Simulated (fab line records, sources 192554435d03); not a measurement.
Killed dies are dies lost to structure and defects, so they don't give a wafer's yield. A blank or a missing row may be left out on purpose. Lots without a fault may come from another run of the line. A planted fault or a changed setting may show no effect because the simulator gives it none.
fab line records | flow n5_finfet
record lots=11 wafers=28 last_day=17
route steps=1938 shown PAD_METAL@1895 PASSIVATION@1908
lots that met no fault: from a run of the same line without faults
start_h: hours from the record's first day to the start of the lot's first wafer shown | wait_h: hours since the lot's step before | " the same as in the row above | L1.1+2: a row that stands for several wafers | - no value, or no start given | * or withheld: withheld | < > ~ a bound
route shown NAME@n: a module of which the file shows steps, and the number in the route of the first | usual: mean/standard deviation of fault-free wafers | same: alike in all rows | chamber/n: place in a boat | sites: the reading at each site | _std_site: their standard deviation | _edge_site: outer sites' mean less inner sites' | radius_mm: how far each site lies from the wafer's centre | mask NAME#n: copy n | behind: the tool/chamber that last shaped the wafer | hold: why the lot was held/for how many hours/how that ended | device: the transistor (n, p or np) that didn't switch | end of line: the same wafers' tests at the end of the route | a step without rows: its recipe alone | killed: dies lost to structure and defects at the first sort, not the wafer's yield | map: a wafer's dies, x killed, . not, _ none there
set.NAME: the setting as run; set.NAME@STEP: as run at that earlier step | model.NAME: the simulator's own value behind a step, which no gauge read
steps of the route over a sample of lots; a table a step, a row a wafer
services: from which hour (start_h, from the record's first day; less than 0 if before it) a tool's chamber was out of use, for how many hours, and why
## steps
# step N5_PASSIVATION_SPUTTER_20
# recipe material=TaN target_thk_a=500 temp_c=25 chamber_pressure_pa=0.4
# usual throttle_valve_pct=30.0/1.2
# columns lot.wafer tool chamber start_h wait_h throttle_valve_pct
L197.4 pvd_sputter-03 - 321.28 0.0 29.7
L197.5 " - " " 31.1
L200.2 pvd_sputter-01 - 324.76 0.0 29.9
L200.5 " - " " 29.8
L199.3 pvd_sputter-01 - 325.44 0.0 29.7
L199.4 " - " " 28.9
L199.6 " - " " 29.6
L201.4 pvd_sputter-03 - 336.86 0.0 29.7
L201.5 " - " " 30.3
L202.5 pvd_sputter-02 - 345.02 0.1 30.7
L202.6 " - " " 27.1
L205.3 pvd_sputter-02 - 348.44 0.0 29.4
L205.5 " - " " 27.4
L205.6 " - " " 31.0
L203.2 pvd_sputter-03 - 371.16 0.0 30.2
L203.3 " - " " 31.3
L203.5 " - " " 31.4
L208.2 pvd_sputter-02 - 388.07 0.0 31.1
L208.4 " - " " 27.3
L209.1 pvd_sputter-02 - 395.34 0.0 31.0
L209.3 " - " " 31.1
L209.5 " - " " 29.4
L211.3 pvd_sputter-01 - 405.59 0.0 29.8
L211.4 " - " " 28.8
L211.6 " - " " 29.6
L213.3 pvd_sputter-03 - 413.73 0.0 31.3
L213.5 " - " " 31.6
L213.6 " - " " 30.8
# step N5_PASSIVATION_DESCUM_32
# recipe chemistry=O2 time_s=7.9 source_power_w=50 bias_power_w=20 pressure_mtorr=20 rf_frequency_hz=2.712e+07 temp_c=40 o2_flow_sccm=225
# usual drypump_motor_current_A=5.9/0.41 oes_product_au=0.81/0.071 rf_vpp_V=243.1/1.5 showerhead_plenum_p_Torr=2.08/0.076 throttle_valve_pct=20.31/0.2
# columns lot.wafer tool chamber start_h wait_h drypump_motor_current_A oes_product_au rf_hours_counter_h rf_vpp_V showerhead_plenum_p_Torr throttle_valve_pct
L197.4 rie_diel-04 3 322.08 0.1 5.1 0.82 77 242.7 2.11 20.59
L197.5 " 1 " " 6.3 0.77 - 241.5 2.01 20.10
L200.2 rie_diel-04 0 325.55 0.0 5.8 0.85 57 246.0 2.21 20.11
L200.5 " 3 " " 5.1 0.82 - 242.5 2.11 20.57
L199.3 rie_diel-04 1 326.66 0.6 6.3 0.77 137 242.7 2.01 20.11
L199.4 " 2 " " 6.1 0.94 14 243.5 2.04 20.17
L199.6 " 0 " " 5.7 0.85 - 244.6 2.21 20.09
L201.4 rie_diel-04 2 337.64 0.0 6.1 0.92 18 242.5 2.04 20.18
L201.5 " 3 " " 5.1 0.82 - 242.7 2.11 20.59
L202.5 rie_diel-04 0 345.80 0.1 5.7 0.83 - 244.2 2.21 20.10
L202.6 " 3 " " 5.1 0.81 - 243.5 2.11 20.60
L205.3 rie_diel-04 2 349.11 0.0 6.1 0.93 21 241.5 2.04 20.20
L205.5 " 2 " " 6.1 0.92 - 242.4 2.04 20.19
L205.6 " 1 " " 6.2 0.77 - 241.8 2.01 20.13
L203.2 rie_diel-02 1 374.13 2.3 6.1 0.87 29 244.0 2.03 19.96
L203.3 " 3 " " 5.5 0.80 83 242.7 2.10 20.46
L203.5 " 3 " " 5.5 0.81 - 243.9 2.10 20.46
L208.2 rie_diel-04 3 388.73 0.0 5.0 0.80 96 242.3 2.11 20.61
L208.4 " 2 " " 6.2 0.88 31 243.6 2.04 20.21
L209.1 rie_diel-04 1 395.99 0.0 6.3 0.75 155 242.0 2.00 20.12
L209.3 " 2 " " 6.1 0.88 33 242.6 2.04 20.20
L209.5 " 1 " " 6.3 0.75 - 241.3 2.00 20.14
L211.3 rie_diel-02 1 406.25 0.0 6.0 0.84 41 242.3 2.03 19.98
L211.4 " 0 " " 6.3 0.76 158 243.4 1.99 20.38
L211.6 " 1 " " 6.1 0.85 - 242.0 2.03 19.97
L213.3 rie_diel-04 0 414.52 0.0 5.8 0.81 84 245.6 2.20 20.13
L213.5 " 2 " " 6.1 0.88 - 241.3 2.04 20.24
L213.6 " 3 " " 5.1 0.79 - 243.5 2.10 20.63
# step N5_PASSIVATION_PASS_ETCH_47
# recipe chemistry=CF4/O2 target=SiNx target_depth_a=7700 time_s=385 ion_energy_ev=100 pressure_mtorr=40 source_w=535 bias_w=49 Ar_flow_sccm=100 cf4_flow_sccm=100 O2_flow_sccm=10
# usual drypump_motor_current_A=5.9/0.4 oes_product_au=0.80/0.086 rf_vpp_V=241/5.1 run_length_s=408.2/0.39 showerhead_plenum_p_Torr=2.19/0.073 throttle_valve_pct=15.79/0.18
# columns lot.wafer tool chamber start_h wait_h drypump_motor_current_A oes_product_au rf_hours_counter_h rf_vpp_V run_length_s showerhead_plenum_p_Torr throttle_valve_pct
L197.4 rie_diel-04 3 324.61 0.0 5.1 0.82 78 250 518.5 2.23 16.01
L197.5 " 3 " " 5.1 0.83 - 250 407.7 2.23 16.01
L200.2 rie_diel-04 3 327.83 0.0 5.1 0.81 80 248 518.4 2.23 16.00
L200.5 " 0 " " 5.8 0.84 - 239 408.5 2.34 15.59
L199.3 rie_diel-03 1 328.48 0.0 6.6 0.93 24 235 407.6 2.16 15.71
L199.4 " 2 " " 5.7 0.73 186 233 408.6 2.19 15.85
L199.6 " 3 " " 5.9 0.67 - 245 409.0 2.08 16.23
L201.4 rie_diel-04 1 339.79 0.0 6.3 0.77 142 235 519.1 2.12 15.61
L201.5 " 0 " " 5.8 0.83 - 242 408.0 2.34 15.60
L202.5 rie_diel-02 1 348.36 0.1 6.1 0.90 - 241 407.8 2.18 15.51
L202.6 " 2 " " 5.9 0.70 - 239 408.1 2.25 15.87
L205.3 rie_diel-02 1 351.37 0.0 6.0 0.89 20 242 407.5 2.18 15.52
L205.5 " 0 " " 6.3 0.79 - 239 408.6 2.12 15.88
L205.6 " 1 " " 6.0 0.89 - 240 407.6 2.18 15.52
L203.2 rie_diel-03 0 376.88 0.0 6.0 0.70 199 244 407.7 2.09 15.93
L203.3 " 3 " " 5.9 0.96 8 250 408.9 2.34 15.77
L203.5 " 0 " " 6.0 0.69 - 243 408.0 2.09 15.93
L208.2 rie_diel-02 2 391.66 0.0 5.9 0.69 241 241 408.0 2.25 15.91
L208.4 " 1 " " 6.0 0.86 36 240 408.1 2.17 15.54
L209.1 rie_diel-02 1 397.86 0.0 6.1 0.85 38 239 407.7 2.17 15.56
L209.3 " 2 " " 5.9 0.68 243 241 408.0 2.25 15.90
L209.5 " 1 " " 6.1 0.86 - 241 407.8 2.17 15.56
L211.3 rie_diel-04 3 408.73 0.0 5.1 0.80 104 247 407.9 2.22 16.06
L211.4 " 2 " " 6.1 0.87 39 246 408.5 2.14 15.57
L211.6 " 2 " " 6.1 0.86 - 244 408.0 2.14 15.58
L213.3 rie_diel-04 1 416.41 0.0 6.3 0.75 163 235 409.3 2.11 15.64
L213.5 " 1 " " 6.3 0.75 - 235 408.7 2.11 15.63
L213.6 " 2 " " 6.1 0.86 - 245 408.0 2.14 15.56
# step N5_PASSIVATION_STRIP_48
# recipe chemistry=O2 power_w=600 temp_c=60 pressure_mtorr=30 rf_frequency_hz=6e+07 bias_power_w=0 overash_fraction=0.5 o2_flow_sccm=225
# usual drypump_motor_current_A=5.9/0.39 oes_product_au=0.80/0.089 rf_vpp_V=3.8/2.4 showerhead_plenum_p_Torr=2.07/0.071 throttle_valve_pct=16.58/0.2
# columns lot.wafer tool chamber start_h wait_h drypump_motor_current_A oes_product_au rf_hours_counter_h rf_vpp_V showerhead_plenum_p_Torr throttle_valve_pct
L197.4 rie_diel-04 3 325.12 0.1 5.1 0.81 79 2.4 2.11 16.72
L197.5 " 3 " " 5.1 0.84 - 6.2 2.11 16.70
L200.2 rie_diel-04 3 328.34 0.1 5.1 0.82 80 4.1 2.11 16.83
L200.5 " 0 " " 5.8 0.83 - 5.3 2.21 16.32
L199.3 rie_diel-03 1 328.99 0.1 6.6 0.89 24 0.1 2.06 16.53
L199.4 " 2 " " 5.7 0.71 186 3.0 2.07 16.57
L199.6 " 3 " " 5.9 0.67 - 2.6 1.97 17.06
L201.4 rie_diel-04 1 342.43 2.3 6.3 0.71 143 5.4 2.01 16.36
L201.5 " 0 " " 5.7 0.87 - 6.5 2.21 16.30
L202.5 rie_diel-02 1 348.78 0.0 6.0 0.91 - 2.9 2.04 16.22
L202.6 " 2 " " 5.9 0.71 - 6.1 2.16 16.75
L205.3 rie_diel-02 1 351.88 0.1 6.0 0.88 20 0.5 2.04 16.23
L205.5 " 0 " " 6.3 0.76 - 2.4 2.00 16.65
L205.6 " 1 " " 6.1 0.89 - 4.8 2.04 16.11
L203.2 rie_diel-03 0 377.39 0.1 6.0 0.70 200 1.9 1.98 16.73
L203.3 " 3 " " 5.9 0.96 8 5.4 2.23 16.56
L203.5 " 0 " " 6.0 0.69 - 2.0 1.98 16.77
L208.2 rie_diel-02 2 392.18 0.1 5.9 0.70 241 5.2 2.16 16.76
L208.4 " 1 " " 6.0 0.86 36 4.5 2.03 16.19
L209.1 rie_diel-02 1 398.38 0.1 6.0 0.85 38 7.8 2.04 16.19
L209.3 " 2 " " 5.9 0.68 243 5.7 2.16 16.87
L209.5 " 1 " " 6.1 0.86 - 2.1 2.03 16.20
L211.3 rie_diel-04 3 409.25 0.1 5.1 0.79 104 2.0 2.11 16.80
L211.4 " 2 " " 6.1 0.88 40 2.6 2.04 16.40
L211.6 " 2 " " 6.1 0.90 - 9.4 2.04 16.42
L213.3 rie_diel-04 1 416.93 0.1 6.3 0.78 164 6.0 2.01 16.40
L213.5 " 1 " " 6.2 0.71 - 12.3 2.00 16.46
L213.6 " 2 " " 6.0 0.86 - 2.2 2.04 16.46
# step N5_PASSIVATION_PROBE_49
# usual defect_limited_yield=91.2/1.6 killed_at_M0_to_M3=31/10 killed_at_M4_up=14/4.4 killed_at_contacts=13/6 killed_at_front_end=43/13 killed_at_other=3.5/2.6 killed_dies=104/18 killed_open=68/14 killed_short=34/8.1 sort_bin_4_leakage=0.01/0.073 sort_bin_5_function=5.1/1.1 sort_bin_6_memory=3.3/0.68 sort_bin_8_speed=0.00/0.0071 sort_n_pass=1076/18 sort_yield_pct=91.2/1.6
# same gross_dies=1180 killed_at_back_side=0
# columns lot.wafer tool chamber start_h wait_h defect_limited_yield[%] killed_at_M0_to_M3 killed_at_M4_up killed_at_contacts killed_at_front_end killed_at_other killed_dies killed_open killed_short sort_bin_4_leakage[%] sort_bin_5_function[%] sort_bin_6_memory[%] sort_bin_8_speed[%] sort_n_pass sort_yield_pct[%]
L197.4 prober-02 - 327.78 0.2 91.2 31 13 12 45 3 104 61 42 0 5.2 3.2 0 1076 91.2
L197.5 prober-02 - 327.83 0.2 89.5 31 8 16 67 2 124 76 40 0 4.9 4.7 0 1056 89.5
L200.2 prober-02 - 330.88 0.1 91.3 36 13 11 34 9 103 62 41 0 5.0 3.4 0 1077 91.3
L200.5 prober-02 - 331.03 0.2 91.4 40 14 0 39 9 102 61 40 0 5.5 2.9 0 1078 91.4
L199.3 prober-01 - 331.59 0.1 91.0 20 16 13 51 6 106 71 34 0 5.2 3.2 0 1074 91.0
L199.4 prober-01 - 331.64 0.2 94.7 24 6 4 24 4 62 37 25 0 1.9 3.1 0 1118 94.7
L199.6 prober-01 - 331.74 0.3 89.2 41 13 6 63 5 128 77 46 0 6.1 3.7 0 1052 89.2
L201.4 prober-01 - 345.07 0.2 91.9 21 17 14 39 4 95 58 37 0 4.2 3.6 0 1085 91.9
L201.5 prober-01 - 345.12 0.2 90.4 37 18 13 42 3 113 81 32 0 5.4 4.0 0 1067 90.4
L202.5 prober-02 - 351.45 0.2 88.3 51 14 28 38 7 138 89 49 0 7.6 3.8 0 1042 88.3
L202.6 prober-02 - 351.50 0.3 89.5 51 25 11 32 5 124 71 53 0 5.8 4.4 0 1056 89.5
L205.3 prober-02 - 354.47 0.1 91.4 21 13 13 50 5 102 73 28 0 5.1 3.5 0.08 1078 91.4
L205.5 prober-02 - 354.57 0.2 93.6 22 13 14 19 8 76 56 19 0 4.0 2.3 0 1104 93.6
L205.6 prober-02 - 354.62 0.3 88.9 47 10 22 46 6 131 80 50 0 6.7 3.8 0 1049 88.9
L203.2 prober-01 - 379.97 0.1 93.1 28 16 5 30 3 82 52 29 0 4.0 2.8 0 1098 93.1
L203.3 prober-01 - 380.02 0.1 92.6 33 18 8 26 2 87 65 19 0 4.1 3.1 0 1093 92.6
L203.5 prober-01 - 380.12 0.2 92.5 14 17 15 41 2 89 69 17 0 4.2 3.3 0 1091 92.5
L208.2 prober-02 - 394.75 0.1 90.6 31 14 16 50 0 111 66 44 0.08 5.9 2.9 0 1068 90.5
L208.4 prober-02 - 394.85 0.2 90.6 40 12 23 35 1 111 71 35 0 5.4 3.2 0 1069 90.6
L209.1 prober-01 - 400.99 0.0 89.9 24 12 23 59 1 119 76 36 0 5.8 3.6 0 1061 89.9
L209.3 prober-01 - 401.09 0.1 92.4 37 13 8 30 2 90 59 30 0 4.7 2.5 0 1090 92.4
L209.5 prober-01 - 401.19 0.2 91.9 6 7 8 74 1 96 52 38 0 4.2 3.3 0 1084 91.9
L211.3 prober-02 - 411.88 0.1 93.2 16 17 6 41 0 80 58 22 0 4.5 2.1 0 1100 93.2
L211.4 prober-02 - 411.93 0.2 93.4 15 15 8 39 1 78 50 28 0 3.3 3.1 0 1102 93.4
L211.6 prober-02 - 412.03 0.3 93.1 22 10 12 35 2 81 49 32 0 3.2 3.4 0 1099 93.1
L213.3 prober-01 - 419.55 0.1 91.4 19 19 14 43 7 102 64 31 0 4.7 3.1 0 1078 91.4
L213.5 prober-01 - 419.65 0.2 90.6 16 21 13 56 5 111 77 29 0 5.6 3.4 0 1069 90.6
L213.6 prober-01 - 419.70 0.3 91.1 43 20 7 31 4 105 74 28 0 5.1 3.5 0 1075 91.1
# killed by level:class
L197.4 MOL_CONTACT_COAG:geometric_particle:open=10 FIN_SAQP:geometric_particle:short=9 BEOL_M3:geometric_particle:open=9 ILD0:geometric_particle:short=8 BEOL_M4:geometric_particle:open=8 BEOL_M0_SAQP:geometric_particle:short=7 STI_FIN_REVEAL:geometric_particle:open=6 FIN_SAQP:geometric_particle:open=5
L197.5 STI_FIN_REVEAL:geometric_particle:open=17 FIN_SAQP:geometric_particle:short=16 MOL_CONTACT_COAG:geometric_particle:open=11 BEOL_M0_SAQP:geometric_particle:short=11 FIN_SAQP:geometric_particle:open=10 BEOL_M1:geometric_particle:open=7 BEOL_M0_SAQP:geometric_particle:open=6 HKMG_FIN:area_etch=6
L200.2 FIN_SAQP:geometric_particle:open=12 BEOL_M0_SAQP:geometric_particle:short=10 MOL_CONTACT_COAG:geometric_particle:open=8 BEOL_M1:geometric_particle:open=7 BEOL_M0_SAQP:geometric_particle:open=6 FIN_SAQP:geometric_particle:short=5 BEOL_M1:geometric_particle:short=5 BEOL_M4:geometric_particle:short=4
L200.5 BEOL_M0_SAQP:geometric_particle:open=10 STI_FIN_REVEAL:geometric_particle:open=9 BEOL_M0_SAQP:geometric_particle:short=9 FIN_SAQP:geometric_particle:short=7 BEOL_M3:geometric_particle:open=6 BEOL_M4:geometric_particle:short=6 FIN_SAQP:geometric_particle:open=5 BEOL_M1:geometric_particle:open=5
L199.3 MOL_CONTACT_COAG:geometric_particle:open=12 FIN_SAQP:geometric_particle:open=9 GATE_CUT:geometric_particle:open=9 BEOL_M4:geometric_particle:open=9 FIN_SAQP:geometric_particle:short=7 DUMMY_GATE:geometric_particle:open=6 GATE_CUT:geometric_particle:short=6 BEOL_M0_SAQP:geometric_particle:open=5
L199.4 BEOL_M2:geometric_particle:open=6 FIN_SAQP:geometric_particle:open=5 BEOL_M1:geometric_particle:open=5 BEOL_M1:geometric_particle:short=5 FIN_SAQP:geometric_particle:short=3 STI_FIN_REVEAL:geometric_particle:open=3 GATE_CUT:geometric_particle:short=3 MOL_CONTACT_COAG:geometric_particle:open=3
L199.6 FIN_SAQP:geometric_particle:short=17 FIN_SAQP:geometric_particle:open=16 BEOL_M0_SAQP:geometric_particle:open=16 BEOL_M0_SAQP:geometric_particle:short=14 GATE_CUT:geometric_particle:open=6 BEOL_M4:geometric_particle:open=5 HKMG_FIN:area_etch=5 STARTING-WAFER:geometric_particle:open=4
L201.4 BEOL_M4:geometric_particle:open=11 MOL_CONTACT_COAG:geometric_particle:open=10 FIN_SAQP:geometric_particle:short=9 BEOL_M2:geometric_particle:short=8 FIN_SAQP:geometric_particle:open=6 STARTING-WAFER:geometric_particle:short=6 STI_FIN_REVEAL:geometric_particle:open=5 MOL_CONTACT_COAG:geometric_particle:short=4
L201.5 MOL_CONTACT_COAG:geometric_particle:open=13 FIN_SAQP:geometric_particle:short=12 FIN_SAQP:geometric_particle:open=11 BEOL_M1:geometric_particle:open=11 BEOL_M4:geometric_particle:open=9 STI_FIN_REVEAL:geometric_particle:open=6 BEOL_M0_SAQP:geometric_particle:open=6 BEOL_M2:geometric_particle:open=5
L202.5 BEOL_M0_SAQP:geometric_particle:open=22 MOL_CONTACT_COAG:geometric_particle:open=20 BEOL_M0_SAQP:geometric_particle:short=14 FIN_SAQP:geometric_particle:open=13 MOL_CONTACT_COAG:geometric_particle:short=8 FIN_SAQP:geometric_particle:short=6 BEOL_M2:geometric_particle:open=5 BEOL_M3:geometric_particle:open=5
L202.6 BEOL_M0_SAQP:geometric_particle:short=14 BEOL_M0_SAQP:geometric_particle:open=13 BEOL_M2:geometric_particle:open=12 BEOL_M4:geometric_particle:open=12 FIN_SAQP:geometric_particle:short=9 MOL_CONTACT_COAG:geometric_particle:open=7 STARTING-WAFER:geometric_particle:short=6 GATE_CUT:geometric_particle:short=5
L205.3 STI_FIN_REVEAL:geometric_particle:open=22 MOL_CONTACT_COAG:geometric_particle:open=11 STI_FIN_REVEAL:geometric_particle:short=7 BEOL_M4:geometric_particle:open=7 GATE_CUT:geometric_particle:short=5 GATE_CUT:geometric_particle:open=5 BEOL_M0_SAQP:geometric_particle:open=4 BEOL_M0:geometric_particle:open=4
L205.5 MOL_CONTACT_COAG:geometric_particle:open=12 BEOL_M4:geometric_particle:open=8 DUMMY_GATE:geometric_particle:open=6 BEOL_M0_SAQP:geometric_particle:open=6 BEOL_M0_SAQP:geometric_particle:short=5 PAD_METAL:geometric_particle:open=5 BEOL_M1:geometric_particle:open=4 STI_FIN_REVEAL:geometric_particle:short=2
L205.6 MOL_CONTACT_COAG:geometric_particle:open=19 BEOL_M0_SAQP:geometric_particle:short=11 BEOL_M3:geometric_particle:open=10 BEOL_M0_SAQP:geometric_particle:open=10 DUMMY_GATE:geometric_particle:open=7 FIN_SAQP:geometric_particle:open=6 STI_FIN_REVEAL:geometric_particle:open=6 BEOL_M2:geometric_particle:open=6
L203.2 BEOL_M4:geometric_particle:open=8 BEOL_M0_SAQP:geometric_particle:short=7 FIN_SAQP:geometric_particle:open=6 BEOL_M2:geometric_particle:open=6 MOL_CONTACT_COAG:geometric_particle:open=5 BEOL_M1:geometric_particle:short=5 ILD0:geometric_particle:open=4 GATE_CUT:geometric_particle:open=4
L203.3 BEOL_M1:geometric_particle:open=8 BEOL_M2:geometric_particle:open=8 BEOL_M4:geometric_particle:open=8 MOL_CONTACT_COAG:geometric_particle:open=7 BEOL_M3:geometric_particle:open=7 FIN_SAQP:geometric_particle:open=6 BEOL_M0_SAQP:geometric_particle:open=5 STARTING-WAFER:geometric_particle:open=5
L203.5 MOL_CONTACT_COAG:geometric_particle:open=15 STI_FIN_REVEAL:geometric_particle:open=11 FIN_SAQP:geometric_particle:open=8 BEOL_M4:geometric_particle:open=8 BEOL_M2:geometric_particle:open=4 BEOL_M3:geometric_particle:open=4 FIN_SAQP:geometric_particle:short=3 DUMMY_GATE:geometric_particle:short=3
L208.2 MOL_CONTACT_COAG:geometric_particle:open=12 BEOL_M2:geometric_particle:open=10 STI_FIN_REVEAL:geometric_particle:open=8 DUMMY_GATE:geometric_particle:open=7 FIN_SAQP:geometric_particle:short=6 FIN_SAQP:geometric_particle:open=6 BEOL_M4:geometric_particle:open=6 STARTING-WAFER:geometric_particle:short=6
L208.4 MOL_CONTACT_COAG:geometric_particle:open=19 BEOL_M2:geometric_particle:open=9 GATE_CUT:geometric_particle:open=6 BEOL_M0_SAQP:geometric_particle:open=6 BEOL_M1:geometric_particle:open=6 FIN_SAQP:geometric_particle:short=5 DUMMY_GATE:geometric_particle:open=5 BEOL_M0_SAQP:geometric_particle:short=5
L209.1 MOL_CONTACT_COAG:geometric_particle:open=19 FIN_SAQP:geometric_particle:short=17 FIN_SAQP:geometric_particle:open=11 BEOL_M2:geometric_particle:open=9 GATE_CUT:geometric_particle:short=8 BEOL_M0:geometric_particle:open=6 HKMG_FIN:area_etch=6 STI_FIN_REVEAL:geometric_particle:open=5
L209.3 BEOL_M0_SAQP:geometric_particle:open=10 BEOL_M0_SAQP:geometric_particle:short=8 FIN_SAQP:geometric_particle:short=7 MOL_CONTACT_COAG:geometric_particle:open=7 FIN_SAQP:geometric_particle:open=6 BEOL_M3:geometric_particle:open=6 BEOL_M2:geometric_particle:open=5 BEOL_M4:geometric_particle:open=5
L209.5 FIN_SAQP:geometric_particle:short=21 STI_FIN_REVEAL:geometric_particle:open=21 MOL_CONTACT_COAG:geometric_particle:open=8 FIN_SAQP:geometric_particle:open=7 HKMG_FIN:area_etch=6 STARTING-WAFER:geometric_particle:open=5 GATE_CUT:geometric_particle:short=4 STI_FIN_REVEAL:geometric_particle:short=3
L211.3 FIN_SAQP:geometric_particle:open=10 BEOL_M4:geometric_particle:open=7 FIN_SAQP:geometric_particle:short=6 MOL_CONTACT_COAG:geometric_particle:open=5 STI_FIN_REVEAL:geometric_particle:open=5 DUMMY_GATE:geometric_particle:open=5 BEOL_M3:geometric_particle:open=5 BEOL_M0_SAQP:geometric_particle:open=4
L211.4 FIN_SAQP:geometric_particle:short=8 STI_FIN_REVEAL:geometric_particle:open=8 DUMMY_GATE:geometric_particle:open=7 GATE_CUT:geometric_particle:short=7 MOL_CONTACT_COAG:geometric_particle:open=6 BEOL_M3:geometric_particle:open=5 BEOL_M4:geometric_particle:open=5 BEOL_M1:geometric_particle:open=4
L211.6 DUMMY_GATE:geometric_particle:open=9 BEOL_M0_SAQP:geometric_particle:short=8 FIN_SAQP:geometric_particle:open=7 MOL_CONTACT_COAG:geometric_particle:open=7 FIN_SAQP:geometric_particle:short=6 BEOL_M0_SAQP:geometric_particle:open=6 MOL_CONTACT_COAG:geometric_particle:short=5 STI_FIN_REVEAL:geometric_particle:open=4
L213.3 FIN_SAQP:geometric_particle:open=10 STI_FIN_REVEAL:geometric_particle:open=10 BEOL_M4:geometric_particle:open=10 MOL_CONTACT_COAG:geometric_particle:open=8 MOL_CONTACT_COAG:geometric_particle:short=6 HKMG_FIN:area_etch=5 FIN_SAQP:geometric_particle:short=4 BEOL_M3:geometric_particle:open=4
L213.5 STI_FIN_REVEAL:geometric_particle:open=17 MOL_CONTACT_COAG:geometric_particle:open=12 BEOL_M4:geometric_particle:open=8 FIN_SAQP:geometric_particle:open=5 FIN_SAQP:geometric_particle:short=5 STI_FIN_REVEAL:geometric_particle:short=5 GATE_CUT:geometric_particle:open=5 BEOL_M3:geometric_particle:open=4
L213.6 STI_FIN_REVEAL:geometric_particle:open=11 BEOL_M1:geometric_particle:open=11 BEOL_M3:geometric_particle:open=10 MOL_CONTACT_COAG:geometric_particle:open=6 BEOL_M1:geometric_particle:short=5 BEOL_M2:geometric_particle:open=5 DUMMY_GATE:geometric_particle:open=4 BEOL_M7:geometric_particle:open=4
## services
# columns tool chamber start_h hours kind
rie_diel-03 0 298.30 15.4 repair
rie_diel-02 2 324.37 9.4 repair
rie_diel-03 1 329.91 16.6 repair
rie_diel-03 3 346.98 - clean
rie_diel-03 3 346.98 - consumable_replace:focus_ring
rie_diel-03 3 346.98 - consumable_replace:showerhead
rie_diel-03 3 346.98 11.8 scheduled_down
rie_diel-03 3 346.98 11.8 vent_cycle
pvd_sputter-02 - 357.37 4.9 repair
rie_diel-04 - 359.62 15.6 pm
rie_diel-03 - 369.26 2.8 pm
rie_diel-03 3 401.22 14.2 repair
pvd_sputter-02 - 413.86 1.9 repair
rie_diel-02 2 415.16 - clean
rie_diel-02 2 415.16 - consumable_replace:focus_ring
## key
first_sign step=N5_PASSIVATION_PASS_ETCH_47 reading=run_length_s direction=up sigmas=99+ usual=* struck=*
effect none on later readings
met_at N5_PASSIVATION_PASS_ETCH_47
struck_lots L197,L200,L201
struck_wafers L197.4,L200.2,L201.4
not_acting_at N5_PASSIVATION_SPUTTER_20,N5_PASSIVATION_DESCUM_32,N5_PASSIVATION_STRIP_48
fault kind=process_parameter_drift tool=rie_diel-04 chamber=- onset_h=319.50 steps=N5_PASSIVATION_PASS_ETCH_47 channel=time_s offset=* shape=step end_h=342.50 scope=struck_wafers_only acts_in=* stated=*
